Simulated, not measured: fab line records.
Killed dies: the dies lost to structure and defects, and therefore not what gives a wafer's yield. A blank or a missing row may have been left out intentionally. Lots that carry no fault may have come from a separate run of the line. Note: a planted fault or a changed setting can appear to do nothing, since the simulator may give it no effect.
Chamber matching / flow nand_harc / 4 sister chambers for NHARC_P_GATE_DESCUM_48 on rie_diel-07
The step chemistry O2, time 3 s. 14 wafers are shown with their chamber, then 7 later ones without.

EACH WAFER AND ITS CHAMBER
wafer=L645.2; chamber=2; showerhead_plenum_p_Torr (Torr)=1.81; drypump_motor_current_A (A)=5.5; oes_product_au (a.u.)=1.012
wafer=L645.4; chamber=0; showerhead_plenum_p_Torr (Torr)=2.01; drypump_motor_current_A (A)=6.3; oes_product_au (a.u.)=0.991
wafer=L645.6; chamber=2; showerhead_plenum_p_Torr (Torr)=1.81; drypump_motor_current_A (A)=5.5; oes_product_au (a.u.)=1.009
wafer=L649.2; chamber=3; showerhead_plenum_p_Torr (Torr)=1.94; drypump_motor_current_A (A)=6.0; oes_product_au (a.u.)=1.020
wafer=L649.3; chamber=2; showerhead_plenum_p_Torr (Torr)=1.81; drypump_motor_current_A (A)=5.5; oes_product_au (a.u.)=0.998
wafer=L649.5; chamber=0; showerhead_plenum_p_Torr (Torr)=2.01; drypump_motor_current_A (A)=6.3; oes_product_au (a.u.)=0.977
wafer=L650.1; chamber=1; showerhead_plenum_p_Torr (Torr)=1.89; drypump_motor_current_A (A)=6.2; oes_product_au (a.u.)=1.000
wafer=L650.3; chamber=3; showerhead_plenum_p_Torr (Torr)=1.94; drypump_motor_current_A (A)=6.0; oes_product_au (a.u.)=1.014
wafer=L650.5; chamber=3; showerhead_plenum_p_Torr (Torr)=1.94; drypump_motor_current_A (A)=6.0; oes_product_au (a.u.)=0.999
wafer=L660.1; chamber=3; showerhead_plenum_p_Torr (Torr)=1.94; drypump_motor_current_A (A)=6.0; oes_product_au (a.u.)=0.992
wafer=L660.3; chamber=1; showerhead_plenum_p_Torr (Torr)=1.88; drypump_motor_current_A (A)=6.2; oes_product_au (a.u.)=1.002
wafer=L660.6; chamber=0; showerhead_plenum_p_Torr (Torr)=2.00; drypump_motor_current_A (A)=6.3; oes_product_au (a.u.)=0.973
wafer=L662.1; chamber=2; showerhead_plenum_p_Torr (Torr)=1.81; drypump_motor_current_A (A)=5.6; oes_product_au (a.u.)=1.000
wafer=L662.5; chamber=0; showerhead_plenum_p_Torr (Torr)=2.00; drypump_motor_current_A (A)=6.3; oes_product_au (a.u.)=0.964

SIGNATURES (means of the wafers above)
reading=showerhead_plenum_p_Torr; chamber 0=2.0050; chamber 1=1.8850; chamber 2=1.8100; chamber 3=1.9400; scatter within a chamber=0.00387
reading=drypump_motor_current_A; chamber 0=6.300; chamber 1=6.200; chamber 2=5.525; chamber 3=6.000; scatter within a chamber=0.0274
reading=oes_product_au; chamber 0=0.97625; chamber 1=1.00100; chamber 2=1.00475; chamber 3=1.00625; scatter within a chamber=0.0101
Rule: for a wafer and a chamber, the distance is found by dividing, reading by reading, the gap between the wafer's reading and the chamber's mean by the reading's scatter, squaring, summing and taking the root. The wafer belongs to the nearest chamber; if the next one is less than 2 further off, it can't be placed. The scatter: take each reading less its chamber's mean, square it, sum over the shown wafers, divide by the number of wafers less the number of chambers, and take the root.

WAFERS WITH NO CHAMBER GIVEN
wafer=L662.6; showerhead_plenum_p_Torr (Torr)=1.93; drypump_motor_current_A (A)=6.0; oes_product_au (a.u.)=1.014
wafer=L664.1; showerhead_plenum_p_Torr (Torr)=2.00; drypump_motor_current_A (A)=6.3; oes_product_au (a.u.)=0.978
wafer=L664.3; showerhead_plenum_p_Torr (Torr)=1.93; drypump_motor_current_A (A)=6.0; oes_product_au (a.u.)=1.014
wafer=L664.4; showerhead_plenum_p_Torr (Torr)=1.88; drypump_motor_current_A (A)=6.1; oes_product_au (a.u.)=0.996
wafer=L663.1; showerhead_plenum_p_Torr (Torr)=1.93; drypump_motor_current_A (A)=6.0; oes_product_au (a.u.)=1.007
wafer=L663.2; showerhead_plenum_p_Torr (Torr)=2.00; drypump_motor_current_A (A)=6.3; oes_product_au (a.u.)=0.979
wafer=L663.4; showerhead_plenum_p_Torr (Torr)=1.88; drypump_motor_current_A (A)=6.2; oes_product_au (a.u.)=1.001

WHICH CHAMBER EACH ONE RAN IN
wafer=L662.6; from the rows above=3; in truth=3
wafer=L664.1; from the rows above=0; in truth=0
wafer=L664.3; from the rows above=3; in truth=3
wafer=L664.4; from the rows above=1; in truth=1
wafer=L663.1; from the rows above=3; in truth=3
wafer=L663.2; from the rows above=0; in truth=0
wafer=L663.4; from the rows above=1; in truth=1
Correct placement for 7 of the 7. Can't be placed from these rows: 0. Wrongly placed: 0.
